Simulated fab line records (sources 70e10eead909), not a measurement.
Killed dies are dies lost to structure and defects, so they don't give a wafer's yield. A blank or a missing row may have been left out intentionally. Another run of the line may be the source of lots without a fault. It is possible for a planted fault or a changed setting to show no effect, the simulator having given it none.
Which tool is to blame? / flow nandHarc / 13 lots, 39 wafers sampled, at 6 steps of a route of 1302

== WHAT THE GAUGES READ, wafer by wafer ==
NHARC_A_ONON_D2_THK_MEAS_11: measures by ellipsometry.
lot=L761; measured=day 12 18:08; on=filmMetro-01; thkNm (nm)=1003 1003 1003
lot=L762; measured=day 13 21:38; on=filmMetro-01; thkNm (nm)=1003 1005 1003
lot=L763; measured=day 13 16:39; on=filmMetro-01; thkNm (nm)=1002 1004 1005
lot=L766; measured=day 14 18:54; on=filmMetro-01; thkNm (nm)=1011 1012 1013
lot=L765; measured=day 14 18:54; on=filmMetro-02; thkNm (nm)=997 999 998
lot=L773; measured=day 18 01:53; on=filmMetro-02; thkNm (nm)=1001 1001 1000
lot=L774; measured=day 18 23:47; on=filmMetro-02; thkNm (nm)=994 993 994
lot=L776; measured=day 19 18:08; on=filmMetro-02; thkNm (nm)=1001 1001 1002
lot=L781; measured=day 20 23:47; on=filmMetro-01; thkNm (nm)=997 996 997
lot=L780; measured=day 21 04:25; on=filmMetro-01; thkNm (nm)=998 998 1000
lot=L782; measured=day 21 12:44; on=filmMetro-01; thkNm (nm)=998 997 997
lot=L779; measured=day 21 12:44; on=filmMetro-02; thkNm (nm)=1005 1005 1003
lot=L783; measured=day 21 22:19; on=filmMetro-01; thkNm (nm)=992 994 993

NHARC_A_ONON_D2_THK_MEAS_30: measures by ellipsometry.
lot=L761; measured=day 13 05:02; on=filmMetro-01; thkNm (nm)=993 992 991
lot=L762; measured=day 14 08:08; on=filmMetro-01; thkNm (nm)=1003 1004 1004
lot=L763; measured=day 14 02:50; on=filmMetro-01; thkNm (nm)=1000 1002 1000
lot=L766; measured=day 15 05:10; on=filmMetro-01; thkNm (nm)=993 992 994
lot=L765; measured=day 15 05:10; on=filmMetro-02; thkNm (nm)=1004 1004 1006
lot=L773; measured=day 18 15:18; on=filmMetro-01; thkNm (nm)=1493 1492 1495
lot=L774; measured=day 19 11:53; on=filmMetro-02; thkNm (nm)=1510 1510 1509
lot=L776; measured=day 20 04:39; on=filmMetro-02; thkNm (nm)=1018 1018 1019
lot=L781; measured=day 21 10:23; on=filmMetro-02; thkNm (nm)=1009 1009 1007
lot=L780; measured=day 21 17:17; on=filmMetro-02; thkNm (nm)=1015 1016 1016
lot=L782; measured=day 21 23:18; on=filmMetro-02; thkNm (nm)=1012 1011 1013
lot=L779; measured=day 21 23:05; on=filmMetro-02; thkNm (nm)=993 995 995
lot=L783; measured=day 22 12:59; on=filmMetro-01; thkNm (nm)=1001 1001 1000

NHARC_A_CHANNEL_HOLE_D2_OVL_MEAS_11.
lot=L761; measured=day 13 09:03; on=overlay-02; overlayXNm (nm)=0.1 -0.5 -0.3; overlayYNm (nm)=-0.2 0.1 0.0
lot=L762; measured=day 14 14:44; on=overlay-01; overlayXNm (nm)=0.9 0.2 1.1; overlayYNm (nm)=0.0 -0.6 -0.4
lot=L763; measured=day 14 06:01; on=overlay-02; overlayXNm (nm)=-1.4 -1.4 -1.4; overlayYNm (nm)=0.1 -0.2 0.3
lot=L766; measured=day 15 08:39; on=overlay-02; overlayXNm (nm)=-0.2 0.1 0.0; overlayYNm (nm)=0.8 0.8 0.9
lot=L765; measured=day 15 08:30; on=overlay-01; overlayXNm (nm)=0.0 0.3 0.1; overlayYNm (nm)=-1.7 -1.8 -2.2
lot=L776; measured=day 20 12:12; on=overlay-02; overlayXNm (nm)=-1.3 -1.4 -1.6; overlayYNm (nm)=1.2 0.3 0.3
lot=L781; measured=day 21 16:53; on=overlay-02; overlayXNm (nm)=0.5 -0.4 -0.2; overlayYNm (nm)=-0.3 -0.2 -0.3
lot=L780; measured=day 21 20:45; on=overlay-01; overlayXNm (nm)=-1.5 -1.1 -0.4; overlayYNm (nm)=-0.8 -1.3 -0.9
lot=L782; measured=day 22 04:29; on=overlay-01; overlayXNm (nm)=0.4 0.1 0.5; overlayYNm (nm)=1.2 1.3 0.9
lot=L779; measured=day 22 02:46; on=overlay-01; overlayXNm (nm)=0.4 0.6 -0.2; overlayYNm (nm)=-0.2 -0.2 -0.4
lot=L783; measured=day 22 16:18; on=overlay-01; overlayXNm (nm)=-0.4 -0.5 -1.0; overlayYNm (nm)=0.8 0.3 0.7

NHARC_END_SORT_01.
lot=L773; measured=day 29 19:32; on=prober-01; killedAtArray=673 671 674; killedAtOther=1 0 0; killedAtPeriphery=3 6 3; killedDies=677 677 677; killedOpen=5 3 1; killedShort=5 1 1
lot=L774; measured=day 30 13:50; on=prober-01; killedAtArray=673 675 675; killedAtOther=2 0 0; killedAtPeriphery=2 2 2; killedDies=677 677 677; killedOpen=1 1 4; killedShort=3 5 0

== EACH LOT AND THE TOOL THAT RAN IT (in order: tool; ch and the chambers of the sampled wafers; start) ==
lot=L761; NHARC_A_DECK1_JOINT_ETCHBACK_00=rieSi-03 ch 1,2,3, day 11 12:17; NHARC_A_ONON_D2_DEP_28=pecvdOnon-04 ch 0, day 13 04:35
lot=L762; NHARC_A_DECK1_JOINT_ETCHBACK_00=rieSi-02 ch 0,1,3, day 12 12:33; NHARC_A_ONON_D2_DEP_28=pecvdOnon-03 ch 0, day 14 07:38
lot=L763; NHARC_A_DECK1_JOINT_ETCHBACK_00=rieSi-03 ch 0,1, day 12 16:14; NHARC_A_ONON_D2_DEP_28=pecvdOnon-03 ch 0, day 14 02:20
lot=L766; NHARC_A_DECK1_JOINT_ETCHBACK_00=rieSi-05 ch 0,3, day 13 15:02; NHARC_A_ONON_D2_DEP_28=pecvdOnon-02 ch 0, day 15 04:39
lot=L765; NHARC_A_DECK1_JOINT_ETCHBACK_00=rieSi-03 ch 2,3, day 13 15:02; NHARC_A_ONON_D2_DEP_28=pecvdOnon-03 ch 0, day 15 04:43
lot=L773; NHARC_A_DECK1_JOINT_ETCHBACK_00=rieSi-05 ch 0,1,2, day 16 20:49; NHARC_A_ONON_D2_DEP_28=pecvdOnon-03 ch 0, day 18 14:52
lot=L774; NHARC_A_DECK1_JOINT_ETCHBACK_00=rieSi-02 ch 1,2, day 17 22:31; NHARC_A_ONON_D2_DEP_28=pecvdOnon-03 ch 0, day 19 11:29
lot=L776; NHARC_A_DECK1_JOINT_ETCHBACK_00=rieSi-03 ch 0,3, day 18 14:46; NHARC_A_ONON_D2_DEP_28=pecvdOnon-04 ch 0, day 20 04:19
lot=L781; NHARC_A_DECK1_JOINT_ETCHBACK_00=rieSi-05 ch 0,1,2, day 19 22:52; NHARC_A_ONON_D2_DEP_28=pecvdOnon-02 ch 0, day 21 09:53
lot=L780; NHARC_A_DECK1_JOINT_ETCHBACK_00=rieSi-05 ch 2,3, day 20 02:12; NHARC_A_ONON_D2_DEP_28=pecvdOnon-02 ch 0, day 21 16:50
lot=L782; NHARC_A_DECK1_JOINT_ETCHBACK_00=rieSi-03 ch 0,2,3, day 20 06:05; NHARC_A_ONON_D2_DEP_28=pecvdOnon-02 ch 0, day 21 22:47
lot=L779; NHARC_A_DECK1_JOINT_ETCHBACK_00=rieSi-05 ch 0,2,3, day 20 09:59; NHARC_A_ONON_D2_DEP_28=pecvdOnon-03 ch 0, day 21 22:35
lot=L783; NHARC_A_DECK1_JOINT_ETCHBACK_00=rieSi-05 ch 0,3, day 20 19:54; NHARC_A_ONON_D2_DEP_28=pecvdOnon-03 ch 0, day 22 12:29
- NHARC_A_DECK1_JOINT_ETCHBACK_00: etches the open film in HBr, target depth 30 nm, time 17.4 s.
- NHARC_A_ONON_D2_DEP_28: target thk 1000 nm.

== WHAT THE TOOLS THEMSELVES READ (means of the sampled wafers that have a number; where no wafer has one, the mark that the record gives instead) ==
NHARC_A_DECK1_JOINT_ETCHBACK_00.
lot=L761; tool=rieSi-03; drypumpMotorCurrentA (A)=5.7; oesProductAu (a.u.)=0.998; throttleValvePct (%)=23.266
lot=L762; tool=rieSi-02; drypumpMotorCurrentA (A)=5.6; oesProductAu (a.u.)=0.995; throttleValvePct (%)=23.260
lot=L763; tool=rieSi-03; drypumpMotorCurrentA (A)=6.5; oesProductAu (a.u.)=0.997; throttleValvePct (%)=23.255
lot=L766; tool=rieSi-05; drypumpMotorCurrentA (A)=5.6; oesProductAu (a.u.)=1.012; throttleValvePct (%)=23.273
lot=L765; tool=rieSi-03; drypumpMotorCurrentA (A)=5.4; oesProductAu (a.u.)=0.996; throttleValvePct (%)=23.271
lot=L773; tool=rieSi-05; drypumpMotorCurrentA (A)=5.4; oesProductAu (a.u.)=1.000; throttleValvePct (%)=23.261
lot=L774; tool=rieSi-02; drypumpMotorCurrentA (A)=5.6; oesProductAu (a.u.)=0.999; throttleValvePct (%)=23.268
lot=L776; tool=rieSi-03; drypumpMotorCurrentA (A)=5.7; oesProductAu (a.u.)=0.989; throttleValvePct (%)=23.262
lot=L781; tool=rieSi-05; drypumpMotorCurrentA (A)=5.4; oesProductAu (a.u.)=0.998; throttleValvePct (%)=23.267
lot=L780; tool=rieSi-05; drypumpMotorCurrentA (A)=5.5; oesProductAu (a.u.)=1.001; throttleValvePct (%)=23.262
lot=L782; tool=rieSi-03; drypumpMotorCurrentA (A)=5.9; oesProductAu (a.u.)=0.994; throttleValvePct (%)=23.274
lot=L779; tool=rieSi-05; drypumpMotorCurrentA (A)=5.5; oesProductAu (a.u.)=1.002; throttleValvePct (%)=23.262
lot=L783; tool=rieSi-05; drypumpMotorCurrentA (A)=5.6; oesProductAu (a.u.)=0.996; throttleValvePct (%)=23.272

== THE ANSWER, worked out from the rows above alone ==
Rule: what is usual is taken from the lots themselves. The widest of any qualifying gaps counts: lots, ordered by their means at a reading, are off when they make up no more than a third of the lots, leave a main group of 4 or more, and stand apart from it by 3 or more times the standard deviation of that group's means. The tables above print the reading to a certain number of digits; a main group whose means all agree to those digits is not used. Also off: a lot with no number at a reading for which 4 or more lots have one. Any other lot the step has rows for is counted as sound. After the gauges, taken in route order, come the tools' own readings; for these a lot's mean is taken, as printed above. At the first step where some lot is off, the reading lying furthest off is the one used; lots without a number count as furthest.
Off: L773, L774, at NHARC_A_ONON_D2_THK_MEAS_30 (thkNm). Main group: mean 1004 nm, sd 8.6.
A tool fits if, at a process step before that reading, it ran every lot that is off, and no sound lot after the first of them. Those tools and the gauges at NHARC_A_ONON_D2_THK_MEAS_30 are tried in the same way. Not one of the candidates tried fits.

== WHAT WAS PUT IN BY THE SIMULATOR ==
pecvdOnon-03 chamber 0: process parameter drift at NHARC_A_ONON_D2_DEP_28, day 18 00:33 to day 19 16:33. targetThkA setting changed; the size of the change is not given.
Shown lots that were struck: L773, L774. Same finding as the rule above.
